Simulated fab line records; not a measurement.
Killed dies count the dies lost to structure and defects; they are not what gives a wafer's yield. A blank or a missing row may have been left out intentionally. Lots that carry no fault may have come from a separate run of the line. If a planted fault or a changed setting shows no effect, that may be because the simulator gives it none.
A struck lot beside a sound one :: flow n5_finfet :: 39 steps out of a route of 1938
Sound: these wafers, L652.1, L652.2, L652.6. Struck: wafers L648.3, L648.6 (left out: L648.5, a lot-mate that was not struck); the cause follows at the end.
For every step that has rows: the tool of each side, followed by ch and its chambers, followed by its first start. Under that, the readings that differ: sound wafers :: struck wafers :: difference of the means :: sigmas: that difference in standard deviations of wafers without a fault.
alike: a reading whose means differ by less than 2 such deviations, as well as words and numbers matching on both sides. not compared: withheld readings; readings where some wafer has no value; bounds like >300 that might hide an equal value; numbers whose values overlap and for which the record gives no deviation.
The two part at a step that has a row with sigmas, a row that says differs or no value, or rows on one side only. Numbers that don't overlap but have no deviation are shown without sigmas and don't part them. A reading that every wafer of one side lacks parts them only if that side has two wafers or more.

first, 9 steps without rows for these wafers: N5_BEOL_M4_ANNEAL_95 (time 240 s); N5_BEOL_M4_SPUTTER_96 (material Cu, target thk 4.5 nm, time 8.29 s); N5_BEOL_M4_ECD_50 (material Cu, target thk 300 nm); N5_BEOL_M4_ANNEAL_51 (time 90 s); N5_BEOL_M4_CMP_52 (polishes, stops on SiOC, t overpolish 6.8 s, target thk 40 nm); N5_BEOL_M4_PRE_CLEAN_60 (time 15 s); N5_BEOL_M4_CO_CAP_55 (material Co, precursor CCTBA/H2, target thk 2 nm, time 102.1 s); N5_BEOL_M4_PRE_CLEAN_56 (time 15 s); N5_BEOL_M4_DEP_57 (deposits SiCN from 3MS/NH3, target thk 8 nm, time 14 s).
N5_BEOL_M4_RC_MEAS_101:
  sound on prober-02 ch 0, day 13 20:15; struck on prober-01 ch 0, day 12 16:44
  alike: DIBL_N, DIBL_P, IOFF_N, IOFF_P, ION_N, ION_P, SS_N, SS_P, VT_N, VT_P
then, 24 steps without rows for these wafers: N5_BEOL_M5_ILD_DEP_00 (deposits SiCOH lowk from DEMS/porogen, target thk 140.64 nm, time 25.9 s); N5_BEOL_M5_CURE_79 (cures SiCOH lowk, time 240 s); N5_BEOL_M5_PECVD_70 (deposits SiO2 from TEOS/O2, target thk 16 nm, time 18 s); N5_BEOL_M5_HM_DEP_02 (deposits TiN, target thk 20 nm); N5_BEOL_M5_COAT_59 (time 60 s, resist thk 60 nm); N5_BEOL_M5_COAT_60 (time 60 s, resist thk 12 nm); N5_BEOL_M5_COAT_71 (time 60 s, resist thk 5 nm); N5_BEOL_M5_COAT_05 (resist thk 30 nm); N5_BEOL_M5_EBR_07; N5_BEOL_M5_SOFTBAKE_06 (time 60 s); N5_BEOL_M5_EXPOSE_08 (exposes mask M5, target cd 28 nm); N5_BEOL_M5_PEB_09 (peb time 60 s); N5_BEOL_M5_DEVELOP_10 (develop time 30 s); N5_BEOL_M5_DESCUM_16 (chemistry O2, time 7 s); N5_BEOL_M5_ETCH_72 (etches underlayer in N2/H2, target depth 6.5 nm, time 5.2 s); N5_BEOL_M5_ETCH_61 (etches SiARC in CF4, target depth 15.6 nm, time 26 s); N5_BEOL_M5_ETCH_62 (etches SOC in N2/H2, target depth 75 nm, overetch 15 nm, time 112.5 s); N5_BEOL_M5_STRIP_63 (strips in N2/H2); N5_BEOL_M5_STRIP_73 (strips in N2/H2); N5_BEOL_M5_STRIP_64 (strips in CF4); N5_BEOL_M5_HM_OPEN_17 (chemistry Cl2/BCl3, target TiN, target depth 20 nm, overetch 6 nm); N5_BEOL_M5_STRIP_19 (strips in O2); N5_BEOL_M5_COAT_65 (time 60 s, resist thk 60 nm); N5_BEOL_M5_COAT_66 (time 60 s, resist thk 12 nm).
N5_BEOL_M8_EXPOSE_25: exposes mask V7, target cd 40 nm.
  sound on euv_scanner-01 ch 0, day 15 04:36; struck on euv_scanner-02 ch 0, day 14 03:36
  alike: mask
N5_BEOL_M8_CD_MEAS_28: the cd target is 40 nm.
  sound on cd_sem-01 ch 0, day 15 04:44; struck on cd_sem-03 ch 0, day 14 03:43
reading: cd_nm (nm)
sound: 39.96 39.97 40.10
struck: 32.60 31.79
difference: -7.81
sigmas: -36
N5_BEOL_M8_DESCUM_33: chemistry O2, time 7 s.
  sound on rie_diel-04 ch 0,1, day 15 04:51; struck on rie_diel-04 ch 0,1, day 14 03:50
reading: model.BEOL_M8.cd_nm (nm)
sound: 40.2 40 40
struck: 31.8 31.8
difference: -8.3
sigmas: 
  alike: drypump_motor_current_A, oes_product_au, rf_vpp_V, showerhead_plenum_p_Torr, throttle_valve_pct
  not compared: rf_hours_counter_h
N5_BEOL_M8_VIA_ETCH_34: etches SiCOH lowk in C4F6/O2, target depth 125.5 nm, time 50.5 s.
  sound on rie_diel-04 ch 0,1, day 15 05:02; struck on rie_diel-04 ch 0,1, day 14 04:01
reading: model.BEOL_M8.cd_nm (nm)
sound: 40.2 40.2 40.2
struck: 32 32
difference: -8
sigmas: 
  alike: drypump_motor_current_A, oes_ar_750_au, oes_product_au, rf_vpp_V, showerhead_plenum_p_Torr, throttle_valve_pct
  not compared: rf_hours_counter_h
-- here the record skips 3 days between the struck wafers' starts before and after, leaving off in module BEOL_M8 and picking up in module PASSIVATION (first step shown: number 1936 of the route) --
N5_PASSIVATION_PROBE_49:
  rows exist in the record for the struck wafers here (prober-02, day 17 08:29), but not for the sound ones

## WHERE THEY PART
Earliest at N5_BEOL_M8_CD_MEAS_28; latest, in this record, at N5_PASSIVATION_PROBE_49.

WHY: what had been put in by the simulator
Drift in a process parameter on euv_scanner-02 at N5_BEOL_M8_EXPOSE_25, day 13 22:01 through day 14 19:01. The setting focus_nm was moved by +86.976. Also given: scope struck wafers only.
